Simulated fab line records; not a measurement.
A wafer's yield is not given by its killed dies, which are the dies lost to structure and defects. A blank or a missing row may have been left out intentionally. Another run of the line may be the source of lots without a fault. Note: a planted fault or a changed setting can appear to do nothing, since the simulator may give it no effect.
Problem report, 8D (eight disciplines) form, completed by code	flow nand_harc	the parts of the form that need people (team, actions taken, sign-off) are left out

## 1. THE ISSUE
Wafers without a fault read 130.0 nm, standard deviation 0.66; cd_nm at NHARC_P_M1_CD_MEAS_09 reads a mean of 70.9 nm on 6 wafers belonging to 2 lots. Relative to the usual mean, that is a shift of -90 standard deviations.
The step: target cd 130 nm.
Seen first at day 9 01:40 on cd_sem-03, wafer L118.1. The record has a number at this step for 36 wafers belonging to 12 lots. Rule for "out" (also "out of limits"): further than 4 standard deviations from the usual mean. All remaining wafers that have a number are taken as sound.

## 2. WHAT IT IS, WHAT IT ISN'T
question	is	is not
which readings at this step	cd_nm	-
which lots	L117, L118	L105, L106, L107, L108, L109, L110, L111, L116, L124, L125
which wafers of those lots	all that have a number	-
read on which gauges	cd_sem-03	cd_sem-01, cd_sem-02
when	from day 9 01:40	up to then (24 sound wafers); but 6 sound wafers of L124, L125 came after

## 3. SUSPECTS, AND WHAT RULES EACH OUT
Counting: any tool at a process step up to the reading is kept as a suspect provided that every lot that is out went through it and no sound lot did after the first of them.
- the gauge at NHARC_P_M1_CD_MEAS_09 is ruled out. All the wafers that are out were read on cd_sem-03, but those of them that NHARC_P_M1_PEB_07 has rows for are out there too, on other tools.
- litho_track-06 at NHARC_P_M1_PEB_07 (peb time 65 s): kept. Every lot that is out went through it, starting with L118 (day 9 01:35), and after that it ran no sound lot; the last sound lot it ran before then is L109 (day 7 02:09). On those wafers its own readings are out: heater_power_total_W, plate_temp_C.
After counting, what remains is litho_track-06 at NHARC_P_M1_PEB_07.

## 4. THE CAUSE (what the simulator had put in)
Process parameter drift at NHARC_P_M1_PEB_07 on litho_track-06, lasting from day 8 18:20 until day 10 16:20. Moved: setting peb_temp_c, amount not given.
After counting, this tool was the only one left.

## 5. THE EFFECT CHAIN, in route order
Each row: a reading whose mean over the struck wafers that have a number lies more than 3 standard deviations from the usual. Readings are gone through only where the record gives a usual standard deviation; hours: the median, over the lots, of the time from a lot's start at the first step in this table giving one to that lot's start at this step; sigmas: the change measured in usual standard deviations.
hours	step	reading	usual	on struck wafers	change	sigmas
0	NHARC_P_M1_PEB_07	heater_power_total_W	156.6 W	131.5	-25.1	-58
0	NHARC_P_M1_PEB_07	plate_temp_C	99.98 C	87.98	-12.00	-92
0	NHARC_P_M1_CD_MEAS_09	cd_nm	130.0 nm	70.9	-59.1	-90
320	NHARC_END_SORT_01	defect_limited_yield	95.4 %	0.0	-95.4	-64
320	NHARC_END_SORT_01	killed_at_periphery	3.4	655.3	+651.9	+99 or more
320	NHARC_END_SORT_01	killed_dies	31	677	+646	+65
320	NHARC_END_SORT_01	sort_bin_2_pct	1.5 %	97.8	+96.3	+99 or more
320	NHARC_END_SORT_01	sort_n_pass	646	0	-646	-65
320	NHARC_END_SORT_01	sort_rim_yield_pct	96.9 %	0.0	-96.9	-48
320	NHARC_END_SORT_01	sort_yield_pct	95.4 %	0.0	-95.4	-64
Its process steps:
- NHARC_P_M1_PEB_07: peb time 65 s.

## 6. WHAT WOULD HAVE CAUGHT IT SOONER
In this record the first reading out of limits at a measuring or inspecting step was taken at day 9 01:40, 7 hours after the fault began at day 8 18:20.
The tool's own readings at NHARC_P_M1_PEB_07 were out on every struck wafer that the step has a row for (heater_power_total_W, plate_temp_C): an alarm limit on them would have fired on the first of those.
Of the lots that are out (2), L117 began NHARC_P_M1_PEB_07 on litho_track-06 after day 9 01:40. A tool hold placed at that time would have kept it from harm.
